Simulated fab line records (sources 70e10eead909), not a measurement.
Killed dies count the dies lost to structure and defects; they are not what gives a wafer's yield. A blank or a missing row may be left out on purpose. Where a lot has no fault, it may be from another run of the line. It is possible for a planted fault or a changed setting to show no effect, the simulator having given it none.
3 desks, one fault | flow nand-harc | numbers are kept per desk, each desk with only its own; the story behind them comes last

## TOOL OWNER'S DESK, krf-scanner-03
The tool's own readings at NHARC_THIN_TSV_EXPOSE_09 (exposes mask TSV): means of the sampled wafers that have a number, for each lot that ran on this tool. The brackets show how far a lot's mean lies from the usual mean; more than 4 standard deviations puts the lot out of limits, marked OUT.
Columns: A = exposure-dose-mJ-cm2 at NHARC_THIN_TSV_EXPOSE_09, usual 30.704
lot  | first seen here | A
L829 | day 19 15:31    | 30.717
L833 | day 20 00:07    | 30.734
L836 | day 20 20:51    | 30.648
L848 | day 23 04:25    | 44.201 (+99 or more) OUT
L849 | day 24 10:48    | 44.176 (+99 or more) OUT
Finding of this desk: L848, L849 out of limits; the first was L848 at day 23 04:25, on exposure-dose-mJ-cm2 at NHARC_THIN_TSV_EXPOSE_09. L829, L833, L836 stayed within limits.

## FROM THE METROLOGY DESK
Means of the sampled wafers that have a number, per lot and without regard to the tool the lot ran on: this is what the gauges read. The brackets show how far a lot's mean lies from the usual mean; more than 4 standard deviations puts the lot out of limits, marked OUT.
Columns: A = cd-nm at NHARC_THIN_TSV_CD_MEAS_12, usual 999.7 nm; B = cd-nm at NHARC_THIN_TSV_CD_MEAS_37, usual 5000.3 nm
lot  | first seen here | A                 | B
L829 | day 19 15:40    | 999.3             | 5000.9
L828 | day 19 18:08    | 1000.0            | 5002.1
L832 | day 19 19:43    | 999.2             | 4997.8
L833 | day 20 00:16    | 998.3             | 4998.8
L836 | day 20 21:00    | 1001.2            | 5001.3
L840 | day 21 15:55    | 1001.6            | 5001.3
L843 | day 22 21:11    | 1001.8            | 5002.2
L848 | day 23 04:34    | 1011.1 (+7.1) OUT | 5012.9 (+5.7) OUT
L850 | day 24 00:58    | 1000.0            | 5001.9
L849 | day 24 10:57    | 1009.4 (+6.1) OUT | 5008.7
Finding of this desk: L848, L849 out of limits; the first was L848 at day 23 04:34, on cd-nm at NHARC_THIN_TSV_CD_MEAS_12. L829, L828, L832, L833, L836, L840, L843, L850 stayed within limits.

## THE DEFECT DESK
Counts from the inspections along the route, per lot, as means over the sampled wafers that have a number. The brackets show how far a lot's mean lies from the usual mean; more than 4 standard deviations puts the lot out of limits, marked OUT.
Columns: A = raw-defect-count at NHARC_A_BLC_INSPECT_28, usual 410
lot  | first seen here | A
L829 | day 17 15:10    | 409
L828 | day 17 16:47    | 412
L832 | day 17 19:41    | 425
L833 | day 18 14:33    | 591
L836 | day 19 14:19    | 301
L840 | day 20 13:41    | 442
L843 | day 21 16:08    | 541
L848 | day 22 00:19    | 484
L850 | day 22 21:25    | 418
L849 | day 23 09:09    | 451
Result from this desk: across the 10 lots, nothing is out of limits.

## BROUGHT TOGETHER
At day 23 04:25, on L848, L849, the tool owner's desk was in a position to raise an alarm.
An alarm was possible from the metrology desk at day 23 04:34, on L848, L849.
Nothing out of limits was seen by the defect desk.
The defect desk has L848, L849 on record, within its limits.
Every lot named ran NHARC_THIN_TSV_EXPOSE_09 on krf-scanner-03.

## WHAT WAS PUT IN BY THE SIMULATOR
Drift in process parameters on krf-scanner-03 at NHARC_THIN_TSV_EXPOSE_09, starting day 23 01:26. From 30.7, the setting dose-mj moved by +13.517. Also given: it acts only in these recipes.
Shown lots that were struck: L848, L849.
Hours from the fault's start to each desk's first reading out of limits: the tool owner's desk, 3; the metrology desk, 3.
